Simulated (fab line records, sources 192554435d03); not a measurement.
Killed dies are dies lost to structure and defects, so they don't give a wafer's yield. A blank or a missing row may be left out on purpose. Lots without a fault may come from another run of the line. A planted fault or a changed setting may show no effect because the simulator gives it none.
Chamber matching | flow n5_finfet | N5_BEOL_M6_ETCH_62 on rie_diel-03: 4 sister chambers
The step etches SOC in N2/H2, target depth 110 nm, overetch 22 nm, time 165 s. 4 wafers are shown with their chamber, then 7 later ones without.

WAFERS WITH THEIR CHAMBER
wafer  | chamber | drypump_motor_current_A (A)
L823.4 | 1       | 4.9
L823.6 | 2       | 6.5
L828.1 | 0       | 5.1
L828.4 | 3       | 6.2

WAFERS WITHOUT THEIR CHAMBER
wafer  | drypump_motor_current_A (A)
L828.6 | 4.9
L835.2 | 6.5
L835.3 | 4.9
L835.5 | 4.9
L834.1 | 5.2
L834.2 | 4.9
L834.4 | 6.5

WHICH CHAMBER EACH WENT THROUGH
wafer  | from the rows above | in truth
L828.6 | 1                   | 1
L835.2 | 2                   | 2
L835.3 | 1                   | 1
L835.5 | 1                   | 1
L834.1 | 0                   | 0
L834.2 | 1                   | 1
L834.4 | 2                   | 2
Placed correctly: 7 of 7. Can't be placed from these rows: 0. Placed wrongly: 0.
How it was worked out, from the rows above alone: a wafer's distance from a chamber is the root of the sum, over the readings, of the square of ((its reading less the chamber's mean) divided by the reading's scatter). The wafer belongs to the nearest chamber; if the next one is less than 2 further off, it can't be placed. A chamber's mean is the mean of its shown wafers. The scatter: with one shown wafer a chamber, the root of the mean of the squares of how far each hidden wafer lies from its nearest shown one.
